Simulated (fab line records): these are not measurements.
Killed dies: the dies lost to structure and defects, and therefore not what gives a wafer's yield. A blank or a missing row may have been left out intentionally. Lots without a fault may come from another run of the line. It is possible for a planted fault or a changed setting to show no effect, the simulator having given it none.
Matching of chambers -- flow n5-finfet -- rie-diel-05 running N5_BEOL_M1_ETCHBACK_99: 4 sister chambers
The step etches SiO2 in CHF3, target depth 5 nm, time 10.4 s. 8 wafers are shown with their chamber, then 12 later ones without.

WAFERS PAIRED WITH THEIR CHAMBERS
wafer,chamber,throttle-valve-pct (%),showerhead-plenum-p-Torr (Torr)
L079.4,1,16.90,2.12
L083.2,1,16.93,2.12
L083.3,2,17.13,2.18
L086.3,0,17.50,2.17
L086.5,0,17.51,2.17
L089.4,3,17.57,2.25
L089.5,2,17.16,2.17
L089.6,3,17.58,2.25

WAFERS WHOSE CHAMBER IS MISSING
wafer,throttle-valve-pct (%),showerhead-plenum-p-Torr (Torr)
L093.1,16.96,2.12
L093.2,17.58,2.25
L093.3,17.52,2.17
L094.2,17.18,2.17
L094.4,17.55,2.17
L094.5,17.17,2.17
L095.1,16.96,2.11
L095.2,17.19,2.17
L095.3,17.59,2.25
L097.1,17.58,2.25
L097.3,16.97,2.11
L097.6,17.53,2.16

THE CHAMBER EACH PASSED THROUGH
wafer,from the rows above,in truth
L093.1,1,1
L093.2,3,3
L093.3,0,0
L094.2,2,2
L094.4,0,0
L094.5,2,2
L095.1,1,1
L095.2,2,2
L095.3,3,3
L097.1,3,3
L097.3,1,1
L097.6,0,0
12 of 12 placed correctly. From these rows, 0 cannot be placed. Number placed wrongly: 0.
How it was worked out, from the rows above alone: a wafer's distance from a chamber is the root of the sum, over the readings, of the square of ((its reading less the chamber's mean) divided by the reading's scatter). If the next closest chamber is less than 2 further off than the closest, the wafer can't be placed; otherwise it belongs to the closest. A chamber's mean is the mean of its shown wafers. The scatter: the root of (the sum of the squares of (reading less its chamber's mean) over the shown wafers, divided by (wafers less chambers)).
